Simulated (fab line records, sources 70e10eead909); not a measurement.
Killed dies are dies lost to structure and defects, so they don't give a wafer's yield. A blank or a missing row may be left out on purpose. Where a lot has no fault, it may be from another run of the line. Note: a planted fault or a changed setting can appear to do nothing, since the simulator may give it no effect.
A lot that was struck, set against a sound lot	flow nandHarc	41 out of 1159 route steps
Sound: wafers L914.2, L914.5, L914.6. The struck wafers were L922.2, L922.3, L922.5. The cause comes at the end.
Each step with rows lists, per side, the tool, then ch with its chambers, then its first start. Under that, the readings that differ: sound wafers	struck wafers	difference of the means	sigmas: that difference in standard deviations of wafers without a fault.
alike: same words and numbers on both sides, and readings whose means sit less than 2 such deviations apart. not compared: any withheld reading, any reading some wafer has no value for, any bound like >300 that may hide the same value, and any number with overlapping values for which the record gives no deviation.
A row with sigmas, a row that says differs or no value, or rows on one side alone: a step with any of these is where the two part. Numbers that don't overlap but have no deviation are shown without sigmas and don't part them. A reading missing from all wafers of one side parts the sides only when that side holds two or more wafers.

first, 4 steps without rows for these wafers: NHARC_A_SGD_CUT_EBR_05; NHARC_A_SGD_CUT_EXPOSE_06 (exposes mask SGD); NHARC_A_SGD_CUT_PEB_07 (peb time 65 s); NHARC_A_SGD_CUT_DEVELOP_08 (develop time 35 s).
NHARC_A_SGD_CUT_CD_MEAS_09: target cd 100 nm.
  sound on cdSem-01 ch 0, day 14 07:38; struck on cdSem-01 ch 0, day 16 01:52
  alike: cdNm
NHARC_A_SGD_CUT_OVL_MEAS_10:
  sound: overlay-01 at day 14 07:44; struck: overlay-01 at day 16 01:58
  alike: overlayXNm, overlayYNm
NHARC_A_SGD_CUT_INSPECT_11:
  sound: defectInspect-02 at day 14 07:46; struck: defectInspect-01 at day 16 02:00
  alike: rawDefectCount
then, 2 steps without rows for these wafers: NHARC_A_SGD_CUT_DESCUM_14 (chemistry O2, time 3 s); NHARC_A_SGD_CUT_ETCH_58 (etches the open film in CF4, target depth 39 nm, time 65 s).
NHARC_A_SGD_CUT_ETCH_59: etches the open film in N2/H2, target depth 260 nm, time 406.25 s.
  sound on rieDiel-04 ch 1,3; struck on rieDiel-08 ch 0,1,2
  alike: drypumpMotorCurrentA, h2FlowSccm, oesProductAu, rfVppV, showerheadPlenumPTorr, throttleValvePct
  not compared: rfHoursCounterH
then, 2 steps without rows for these wafers: NHARC_A_SGD_CUT_ETCH_15 (etches the open film in CH3F/O2, target depth 75 nm, time 64.3 s); NHARC_A_SGD_CUT_ETCH_16 (etches the open film in C4F8/O2/Ar, target depth 310.5 nm, time 155.2 s).
NHARC_A_SGD_CUT_STRIP_60: strips in C4F8/O2/Ar.
  sound on rieDiel-04 ch 2,3, day 14 08:50; struck on rieDiel-08 ch 0,3, day 16 02:47
then, 6 steps without rows for these wafers: NHARC_A_SGD_CUT_STRIP_17 (strips in O2); NHARC_A_SGD_CUT_PRECLEAN_18 (cleans in SC1); NHARC_A_SGD_CUT_SRD_19; NHARC_A_SGD_CUT_DEP_20 (deposits SiO2, target thk 150 nm); NHARC_A_SGD_CUT_ANNEAL_27 (time 1800 s); NHARC_A_SGD_CUT_CMP_21 (polishes, target thk 148.19 nm).
NHARC_A_SGD_CUT_THK_MEAS_22: measures by ellipsometry.
  sound: filmMetro-01 at day 14 16:46; struck: filmMetro-02 at day 16 07:46
reading	sound	struck	difference	sigmas
thkNm (nm)	151.1 149.1 150.0	146.2 147.8 147.7	-2.8	-2
then, 2 steps without rows for these wafers: NHARC_A_SGD_CUT_SRD_23; NHARC_A_SGD_CUT_ETCH_26 (etches SiO2 in dHF, target depth 45.8 nm).
NHARC_A_SGD_CUT_ETCHBACK_24: etches the open film in CH3F/O2, target depth 50 nm, time 92.857 s.
  sound on rieDiel-04 ch 1,2, day 14 17:02; struck on rieDiel-08 ch 0,1,3, day 16 08:00
  alike: drypumpMotorCurrentA, oesProductAu, rfVppV, showerheadPlenumPTorr, throttleValvePct
  not compared: rfHoursCounterH
then, 3 steps without rows for these wafers: NHARC_A_SGD_CUT_STRIP_28 (strips in O2, time 20 s); NHARC_A_SLIT_DEP_25 (deposits SiO2, target thk 200 nm); NHARC_A_SLIT_DEP_00 (deposits aC, target thk 3200 nm).
NHARC_A_SLIT_DEP_23: deposits SiON, target thk 100 nm.
  sound on pecvd-02 ch 1,2, day 14 20:00; struck on pecvd-03 ch 1,2, day 16 10:35
  alike: heaterPowerW
then, 8 steps without rows for these wafers: NHARC_A_SLIT_DEHYDRATE_01 (time 120 s); NHARC_A_SLIT_HMDS_02 (time 30 s); NHARC_A_SLIT_COAT_03 (resist thk 90 nm); NHARC_A_SLIT_SOFTBAKE_04 (time 55 s); NHARC_A_SLIT_EBR_05; NHARC_A_SLIT_EXPOSE_06 (exposes mask SLIT); NHARC_A_SLIT_PEB_07 (peb time 65 s); NHARC_A_SLIT_DEVELOP_08 (develop time 35 s).
NHARC_A_SLIT_CD_MEAS_09: target cd 300 nm.
  sound on cdSem-03 ch 0, day 14 20:40; struck on cdSem-03 ch 0, day 16 11:08
  alike: cdNm
NHARC_A_SLIT_OVL_MEAS_10:
  sound: overlay-02 at day 14 20:44; struck: overlay-01 at day 16 11:14
  alike: overlayXNm, overlayYNm
then, 1 step without rows for these wafers: NHARC_A_SLIT_DESCUM_14 (chemistry O2, time 3 s).
NHARC_A_SLIT_ETCH_24: etches the open film in CF4/CHF3, target depth 121 nm, time 60.5 s.
  sound on rieDiel-10 ch 1,2, day 14 20:56; struck on rieDiel-01 ch 1,3, day 16 11:25
  alike: drypumpMotorCurrentA, oesProductAu, rfVppV, showerheadPlenumPTorr, throttleValvePct
  not compared: rfHoursCounterH
NHARC_A_SLIT_ETCH_15: etches the open film in O2/COS, target depth 3200 nm, time 832 s.
  sound on rieDiel-10 ch 0,2,3; struck on rieDiel-01 ch 0,2
  alike: drypumpMotorCurrentA, oesProductAu, rfVppV, showerheadPlenumPTorr, throttleValvePct
  not compared: rfHoursCounterH
-- the record jumps here: 5 days lie between the struck wafers' starts before and after (it left off in module A_SLIT and takes up again in module END, whose first step shown is number 1159 of the route) --
NHARC_END_SORT_01:
  only the struck wafers appear in the record here, on prober-01 ch 0 at day 21 22:46; the sound ones have no rows

## WHERE THEY PART
First at NHARC_A_SGD_CUT_THK_MEAS_22; last, within this record, at NHARC_END_SORT_01.

WHY: what had been put in by the simulator
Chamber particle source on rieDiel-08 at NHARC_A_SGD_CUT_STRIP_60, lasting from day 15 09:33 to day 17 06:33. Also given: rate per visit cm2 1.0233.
